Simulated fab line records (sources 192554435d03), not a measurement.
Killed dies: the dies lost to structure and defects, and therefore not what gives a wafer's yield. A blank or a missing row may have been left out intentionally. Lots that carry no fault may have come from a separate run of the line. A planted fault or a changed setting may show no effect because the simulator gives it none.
fab line records -- flow n5Finfet
[record] lots = 15, wafers = 45, lastDay = 17
route steps=1938 shown BEOL_M4@1094 BEOL_M5@1112
lots that met no fault: from a run of the same line without faults
startH: the number of hours between the record's first day and the start of the first shown wafer of the lot -- waitH: time in hours since the lot's previous step -- " identical to the entry in the row above -- L1.1+2: one row covering several wafers at once -- - no value, or no start given -- * or withheld: withheld -- < > ~ a bound
route shown NAME@n: NAME is a module with steps in the file, n the number in the route of the first one -- usual: the fault-free wafers' mean and standard deviation -- same: alike in all rows -- chamber/n: place in a boat -- sites: the reading at each site -- _std_site: the values' standard deviation -- _edge_site: the outer-site mean with the inner-site mean subtracted -- radiusMm: how far each site lies from the wafer's centre -- mask NAME#n: copy n -- behind: tool/chamber where the wafer was last shaped -- hold: the reason the lot was held/the length of the hold in hours/how it ended -- device: the n, p or np transistor that did not switch -- end of line: the route-end tests of the same wafers -- a step with no rows: only its recipe -- killed: not the wafer's yield, but the dies lost to structure and defects at the first sort -- map: a wafer's dies, x killed, . not, _ none there
set.NAME: the setting as run; set.NAME@STEP: as run at that earlier step -- model.NAME: the simulator's own value behind a step, which no gauge read
a sample of lots followed through the steps of the route, with each step as a table and each wafer as a row
services: the hour from which a tool's chamber was out of use, counted from the record's first day as startH (under 0 if before that day), plus the number of hours and why
[[steps]]
[step N5_BEOL_M4_SPUTTER_90]
[recipe] material = Cu, targetThkA = 45, tempC = -20, chamberPressurePa = 0.07, powerW = withheld, timeS = 8.29
[usual] throttleValvePct = 29.7/0.89
lot.wafer,tool,chamber,startH,waitH,throttleValvePct
L996.1,pvdSputter-01,-,154.70,0.1,30.0
L996.2,pvdSputter-01,-,154.70,0.1,29.9
L996.4,pvdSputter-01,-,154.70,0.1,30.8
L998.1,pvdSputter-02,-,171.42,0.1,28.8
L998.2,pvdSputter-02,-,171.42,0.1,29.7
L998.4,pvdSputter-02,-,171.42,0.1,30.1
L100.2,pvdSputter-01,-,188.59,0.1,28.9
L100.3,pvdSputter-01,-,188.59,0.1,30.1
L100.5,pvdSputter-01,-,188.59,0.1,30.2
L103.2,pvdSputter-02,-,200.81,0.1,29.7
L103.3,pvdSputter-02,-,200.81,0.1,28.9
L103.6,pvdSputter-02,-,200.81,0.1,29.0
L104.1,pvdSputter-01,-,207.04,0.1,30.1
L104.2,pvdSputter-01,-,207.04,0.1,30.5
L104.6,pvdSputter-01,-,207.04,0.1,30.3
L105.1,pvdSputter-03,-,214.31,0.1,30.5
L105.2,pvdSputter-03,-,214.31,0.1,29.5
L105.5,pvdSputter-03,-,214.31,0.1,30.5
L106.2,pvdSputter-01,-,222.40,0.1,30.6
L106.4,pvdSputter-01,-,222.40,0.1,28.8
L106.5,pvdSputter-01,-,222.40,0.1,28.5
L110.1,pvdSputter-01,-,249.54,0.1,30.6
L110.3,pvdSputter-01,-,249.54,0.1,30.4
L110.6,pvdSputter-01,-,249.54,0.1,30.0
L111.3,pvdSputter-03,-,249.70,0.1,29.5
L111.4,pvdSputter-03,-,249.70,0.1,29.7
L111.6,pvdSputter-03,-,249.70,0.1,27.7
L112.4,pvdSputter-02,-,257.11,0.1,30.9
L112.5,pvdSputter-02,-,257.11,0.1,30.9
L112.6,pvdSputter-02,-,257.11,0.1,29.1
L114.2,pvdSputter-01,-,265.01,0.1,30.8
L114.4,pvdSputter-01,-,265.01,0.1,30.2
L114.5,pvdSputter-01,-,265.01,0.1,30.1
L115.1,pvdSputter-03,-,276.38,0.1,29.8
L115.5,pvdSputter-03,-,276.38,0.1,30.7
L115.6,pvdSputter-03,-,276.38,0.1,29.7
L117.1,pvdSputter-03,-,293.59,0.1,27.4
L117.3,pvdSputter-03,-,293.59,0.1,30.0
L117.5,pvdSputter-03,-,293.59,0.1,29.8
L119.2,pvdSputter-01,-,298.95,0.1,30.6
L119.3,pvdSputter-01,-,298.95,0.1,29.9
L119.4,pvdSputter-01,-,298.95,0.1,28.6
L118.2,pvdSputter-01,-,302.15,0.1,28.7
L118.4,pvdSputter-01,-,302.15,0.1,30.1
L118.6,pvdSputter-01,-,302.15,0.1,30.7
[step N5_BEOL_M4_SPUTTER_92]
[recipe] material = Cu, targetThkA = 45, tempC = -20, chamberPressurePa = 0.07, powerW = withheld, timeS = 8.29
[usual] throttleValvePct = 29.7/0.89
lot.wafer,tool,chamber,startH,waitH,throttleValvePct
L996.1,pvdSputter-01,-,154.92,0.1,30.0
L996.2,pvdSputter-01,-,154.92,0.1,30.2
L996.4,pvdSputter-01,-,154.92,0.1,30.9
L998.1,pvdSputter-02,-,171.64,0.1,28.8
L998.2,pvdSputter-02,-,171.64,0.1,29.8
L998.4,pvdSputter-02,-,171.64,0.1,29.9
L100.2,pvdSputter-01,-,188.81,0.1,28.7
L100.3,pvdSputter-01,-,188.81,0.1,30.1
L100.5,pvdSputter-01,-,188.81,0.1,29.8
L103.2,pvdSputter-02,-,201.03,0.1,29.5
L103.3,pvdSputter-02,-,201.03,0.1,28.5
L103.6,pvdSputter-02,-,201.03,0.1,29.1
L104.1,pvdSputter-01,-,207.26,0.1,30.2
L104.2,pvdSputter-01,-,207.26,0.1,30.4
L104.6,pvdSputter-01,-,207.26,0.1,30.3
L105.1,pvdSputter-03,-,214.53,0.1,30.4
L105.2,pvdSputter-03,-,214.53,0.1,29.6
L105.5,pvdSputter-03,-,214.53,0.1,30.4
L106.2,pvdSputter-01,-,222.62,0.1,30.8
L106.4,pvdSputter-01,-,222.62,0.1,28.7
L106.5,pvdSputter-01,-,222.62,0.1,28.7
L110.1,pvdSputter-01,-,249.76,0.1,30.6
L110.3,pvdSputter-01,-,249.76,0.1,30.1
L110.6,pvdSputter-01,-,249.76,0.1,30.4
L111.3,pvdSputter-03,-,249.92,0.1,29.5
L111.4,pvdSputter-03,-,249.92,0.1,29.7
L111.6,pvdSputter-03,-,249.92,0.1,27.8
L112.4,pvdSputter-02,-,257.33,0.1,30.9
L112.5,pvdSputter-02,-,257.33,0.1,31.0
L112.6,pvdSputter-02,-,257.33,0.1,28.7
L114.2,pvdSputter-01,-,265.23,0.1,30.6
L114.4,pvdSputter-01,-,265.23,0.1,30.1
L114.5,pvdSputter-01,-,265.23,0.1,30.3
L115.1,pvdSputter-03,-,276.60,0.1,29.9
L115.5,pvdSputter-03,-,276.60,0.1,30.7
L115.6,pvdSputter-03,-,276.60,0.1,29.8
L117.1,pvdSputter-03,-,293.81,0.1,27.4
L117.3,pvdSputter-03,-,293.81,0.1,29.8
L117.5,pvdSputter-03,-,293.81,0.1,29.8
L119.2,pvdSputter-01,-,299.17,0.1,30.7
L119.3,pvdSputter-01,-,299.17,0.1,30.3
L119.4,pvdSputter-01,-,299.17,0.1,28.8
L118.2,pvdSputter-01,-,302.37,0.1,28.8
L118.4,pvdSputter-01,-,302.37,0.1,30.1
L118.6,pvdSputter-01,-,302.37,0.1,30.6
[step N5_BEOL_M4_ANNEAL_51]
[recipe] tempC = 225, timeS = 90, ambient = N2
[usual] wafer_temp_C_max = 226.05/0.24
lot.wafer,tool,chamber,startH,waitH,wafer_temp_C_max
L996.1,rtpAnneal-02,0,155.55,0.1,225.72
L996.2,rtpAnneal-02,0,155.55,0.1,225.70
L996.4,rtpAnneal-02,0,155.55,0.1,226.31
L998.1,rtpAnneal-02,0,172.31,0.1,225.84
L998.2,rtpAnneal-02,0,172.31,0.1,226.15
L998.4,rtpAnneal-02,0,172.31,0.1,226.52
L100.2,rtpAnneal-02,0,189.49,0.1,226.18
L100.3,rtpAnneal-02,0,189.49,0.1,226.15
L100.5,rtpAnneal-02,0,189.49,0.1,226.43
L103.2,rtpAnneal-01,0,201.71,0.1,225.45
L103.3,rtpAnneal-01,0,201.71,0.1,225.91
L103.6,rtpAnneal-01,0,201.71,0.1,225.75
L104.1,rtpAnneal-01,0,208.23,0.4,226.29
L104.2,rtpAnneal-01,0,208.23,0.4,225.96
L104.6,rtpAnneal-01,0,208.23,0.4,226.37
L105.1,rtpAnneal-01,0,215.16,0.1,225.91
L105.2,rtpAnneal-01,0,215.16,0.1,226.30
L105.5,rtpAnneal-01,0,215.16,0.1,225.86
L106.2,rtpAnneal-02,0,223.30,0.1,225.75
L106.4,rtpAnneal-02,0,223.30,0.1,225.77
L106.5,rtpAnneal-02,0,223.30,0.1,226.43
L110.1,rtpAnneal-02,0,250.40,0.1,225.78
L110.3,rtpAnneal-02,0,250.40,0.1,226.17
L110.6,rtpAnneal-02,0,250.40,0.1,226.34
L111.3,rtpAnneal-01,0,250.64,0.1,225.77
L111.4,rtpAnneal-01,0,250.64,0.1,226.06
L111.6,rtpAnneal-01,0,250.64,0.1,226.13
L112.4,rtpAnneal-01,0,258.10,0.2,226.04
L112.5,rtpAnneal-01,0,258.10,0.2,226.11
L112.6,rtpAnneal-01,0,258.10,0.2,225.99
L114.2,rtpAnneal-02,0,265.92,0.1,225.95
L114.4,rtpAnneal-02,0,265.92,0.1,225.79
L114.5,rtpAnneal-02,0,265.92,0.1,226.27
L115.1,rtpAnneal-02,0,277.24,0.1,226.11
L115.5,rtpAnneal-02,0,277.24,0.1,225.98
L115.6,rtpAnneal-02,0,277.24,0.1,226.17
L117.1,rtpAnneal-01,0,294.44,0.1,225.55
L117.3,rtpAnneal-01,0,294.44,0.1,226.03
L117.5,rtpAnneal-01,0,294.44,0.1,226.27
L119.2,rtpAnneal-02,0,299.86,0.1,226.04
L119.3,rtpAnneal-02,0,299.86,0.1,226.34
L119.4,rtpAnneal-02,0,299.86,0.1,226.19
L118.2,rtpAnneal-01,0,303.05,0.1,225.77
L118.4,rtpAnneal-01,0,303.05,0.1,225.91
L118.6,rtpAnneal-01,0,303.05,0.1,226.30
[step N5_BEOL_M5_ILD_DEP_00]
[recipe] material = SiCOH_lowk, targetThkA = 1406.4, tempC = 300, precursor = DEMS/porogen, pressureTorr = 5, rfW = 500, timeS = 25.9
[usual] chamberPressureTorr = 4.999/0.012, heaterPowerOuterW = 144/38, heaterPowerW = 311/56, showerheadPlenumPTorr = 5.739/0.015, throttleValvePct = 14.4/0.84
lot.wafer,tool,chamber,startH,waitH,chamberPressureTorr,heaterPowerOuterW,heaterPowerW,showerheadPlenumPTorr,throttleValvePct
L996.1,pecvd-02,1,158.22,0.8,5.009,184,345,5.741,14.0
L996.2,pecvd-02,2,158.22,0.8,5.001,187,389,5.721,13.4
L996.4,pecvd-02,1,158.22,0.8,4.993,182,349,5.717,14.4
L998.1,pecvd-01,0,174.22,0.8,5.000,85,218,5.705,13.2
L998.2,pecvd-01,2,174.22,0.8,4.987,135,269,5.734,14.3
L998.4,pecvd-01,1,174.22,0.8,4.985,167,312,5.774,15.8
L100.2,pecvd-03,1,191.31,0.7,4.992,115,269,5.740,14.7
L100.3,pecvd-03,0,191.31,0.7,4.997,101,267,5.748,14.2
L100.5,pecvd-03,1,191.31,0.7,5.005,118,274,5.733,14.6
L103.2,pecvd-02,2,203.74,0.7,5.015,161,352,5.743,13.7
L103.3,pecvd-02,0,203.74,0.7,5.004,181,373,5.744,15.4
L103.6,pecvd-02,1,203.74,0.7,4.982,179,343,5.735,13.8
L104.1,pecvd-02,2,210.12,0.8,-,-,-,-,-
L104.2,pecvd-02,1,210.12,0.8,-,-,-,-,-
L104.6,pecvd-02,2,210.12,0.8,-,-,-,-,-
L105.1,pecvd-02,1,217.07,0.8,-,-,-,-,-
L105.2,pecvd-02,0,217.07,0.8,-,-,-,-,-
L105.5,pecvd-02,1,217.07,0.8,-,-,-,-,-
L106.2,pecvd-02,0,225.17,0.7,-,-,-,-,-
L106.4,pecvd-02,0,225.17,0.7,-,-,-,-,-
L106.5,pecvd-02,2,225.17,0.7,-,-,-,-,-
L110.1,pecvd-01,0,252.37,0.8,5.024,93,228,5.707,13.9
L110.3,pecvd-01,1,252.37,0.8,5.006,175,340,5.767,16.1
L110.6,pecvd-01,0,252.37,0.8,4.975,96,224,5.716,13.9
L111.3,pecvd-03,1,252.43,0.5,4.992,148,308,5.752,14.9
L111.4,pecvd-03,0,252.43,0.5,5.004,98,267,5.750,14.1
L111.6,pecvd-03,2,252.43,0.5,4.993,79,222,5.734,13.4
L112.4,pecvd-01,0,259.87,0.4,4.985,95,231,5.719,13.7
L112.5,pecvd-01,2,259.87,0.4,4.992,142,286,5.737,13.6
L112.6,pecvd-01,1,259.87,0.4,4.992,202,370,5.763,16.3
L114.2,pecvd-01,0,267.74,0.7,4.989,80,208,5.734,13.7
L114.4,pecvd-01,0,267.74,0.7,4.991,86,215,5.720,13.8
L114.5,pecvd-01,0,267.74,0.7,4.989,86,219,5.727,13.8
L115.1,pecvd-02,2,279.10,0.8,4.998,204,408,5.723,13.6
L115.5,pecvd-02,1,279.10,0.8,4.981,176,334,5.727,14.3
L115.6,pecvd-02,0,279.10,0.8,4.993,163,354,5.729,14.7
L117.1,pecvd-02,1,296.31,0.8,5.000,144,296,5.742,14.5
L117.3,pecvd-02,1,296.31,0.8,5.006,150,301,5.748,14.0
L117.5,pecvd-02,1,296.31,0.8,5.002,153,310,5.748,14.3
L119.2,pecvd-02,0,301.71,0.7,5.008,166,359,5.725,15.3
L119.3,pecvd-02,1,301.71,0.7,5.004,183,345,5.744,14.0
L119.4,pecvd-02,0,301.71,0.7,5.019,167,356,5.729,15.3
L118.2,pecvd-02,1,304.88,0.7,4.985,161,318,5.738,14.2
L118.4,pecvd-02,0,304.88,0.7,5.008,174,371,5.733,15.2
L118.6,pecvd-02,0,304.88,0.7,5.017,180,381,5.731,15.1
[step N5_BEOL_M5_OCD_MEAS_38]
[usual] trenchDepthNm = 70.9/1.5
lot.wafer,tool,chamber,startH,waitH,trenchDepthNm
L996.1,ocd-02,-,162.51,-,69.1
L996.2,ocd-02,-,162.51,-,70.9
L996.4,ocd-02,-,162.51,-,70.2
L998.1,ocd-02,-,178.58,-,68.9
L998.2,ocd-02,-,178.58,-,70.6
L998.4,ocd-02,-,178.58,-,69.1
L100.2,ocd-02,-,194.11,-,68.7
L100.3,ocd-02,-,194.11,-,71.2
L100.5,ocd-02,-,194.11,-,69.8
L103.2,ocd-02,-,207.30,-,75.5
L103.3,ocd-02,-,207.30,-,71.7
L103.6,ocd-02,-,207.30,-,71.6
L104.1,ocd-02,-,212.85,-,-
L104.2,ocd-02,-,212.85,-,-
L104.6,ocd-02,-,212.85,-,-
L105.1,ocd-01,-,221.03,-,-
L105.2,ocd-01,-,221.03,-,-
L105.5,ocd-01,-,221.03,-,-
L106.2,ocd-02,-,229.20,-,-
L106.4,ocd-02,-,229.20,-,-
L106.5,ocd-02,-,229.20,-,-
L110.1,ocd-01,-,256.52,-,71.9
L110.3,ocd-01,-,256.52,-,72.6
L110.6,ocd-01,-,256.52,-,72.2
L111.3,ocd-01,-,256.81,-,70.9
L111.4,ocd-01,-,256.81,-,69.2
L111.6,ocd-01,-,256.81,-,71.9
L112.4,ocd-01,-,263.14,-,72.0
L112.5,ocd-01,-,263.14,-,71.6
L112.6,ocd-01,-,263.14,-,71.3
L114.2,ocd-02,-,274.05,-,68.5
L114.4,ocd-02,-,274.05,-,70.0
L114.5,ocd-02,-,274.05,-,70.4
L115.1,ocd-01,-,282.21,-,70.5
L115.5,ocd-01,-,282.21,-,71.3
L115.6,ocd-01,-,282.21,-,70.1
L117.1,ocd-01,-,299.44,-,68.0
L117.3,ocd-01,-,299.44,-,70.3
L117.5,ocd-01,-,299.44,-,71.0
L119.2,ocd-01,-,306.69,-,70.8
L119.3,ocd-01,-,306.69,-,68.1
L119.4,ocd-01,-,306.69,-,70.8
L118.2,ocd-02,-,307.76,-,68.4
L118.4,ocd-02,-,307.76,-,69.9
L118.6,ocd-02,-,307.76,-,67.8
[[services]]
tool,chamber,startH,hours,kind
pecvd-01,0,148.23,5.5,scheduledDown
pecvd-02,1,160.51,5.0,scheduledDown
pecvd-03,-,164.72,2.6,repair
pecvd-03,0,172.87,5.5,scheduledDown
pecvd-01,2,193.53,5.5,scheduledDown
pecvd-01,2,202.38,-,clean
pecvd-01,2,202.38,-,consumableReplace:showerhead
pecvd-01,2,202.38,29.0,scheduledDown
pecvd-01,2,202.38,29.0,ventCycle
pecvd-02,-,212.28,0.4,repair
pecvd-02,0,214.62,2.1,scheduledDown
pecvd-02,2,241.55,5.5,scheduledDown
pecvd-02,-,245.19,5.5,pm
pecvd-02,2,255.88,2.1,scheduledDown
pecvd-01,2,266.03,5.0,scheduledDown
pecvd-02,1,289.42,5.5,scheduledDown
pecvd-02,2,292.67,13.2,repair
pecvd-01,0,296.42,5.3,repair
[[key]]
[firstSign] step = N5_BEOL_M5_ILD_DEP_00, reading = toolRecord, direction = missing
[effect] step = N5_BEOL_M5_OCD_MEAS_38, reading = trenchDepthNm, direction = missing
metAt N5_BEOL_M5_ILD_DEP_00
struckLots L104,L105,L106
laterRowsLeftOut L104.1,L104.2,L104.6,L105.1,L105.2,L105.5,L106.2,L106.4,L106.5
sortLeftOut L104.1,L104.2,L104.6,L105.1,L105.2,L105.5,L106.2,L106.4,L106.5
notActingAt N5_BEOL_M4_SPUTTER_90,N5_BEOL_M4_SPUTTER_92,N5_BEOL_M4_ANNEAL_51
onsetBetween 203.74 210.12
[earlierFault] kind = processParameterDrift, tool = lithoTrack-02, chamber = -, onsetH = 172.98, steps = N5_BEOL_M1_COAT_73, channel = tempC, offset = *, shape = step, actsIn = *, stated = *
[fault] kind = skippedStepWhole, tool = pecvd-02, chamber = -, onsetH = 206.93, steps = N5_BEOL_M5_ILD_DEP_00, scope = struckLotsOnly
// sortLeftOut: the simulated sort isn't trusted on such a fault, so these wafers' sort isn't shown, and their yield isn't known
// laterRowsLeftOut: the simulator's readings of these wafers behind a module that went badly wrong aren't trusted and aren't shown, but for the sort
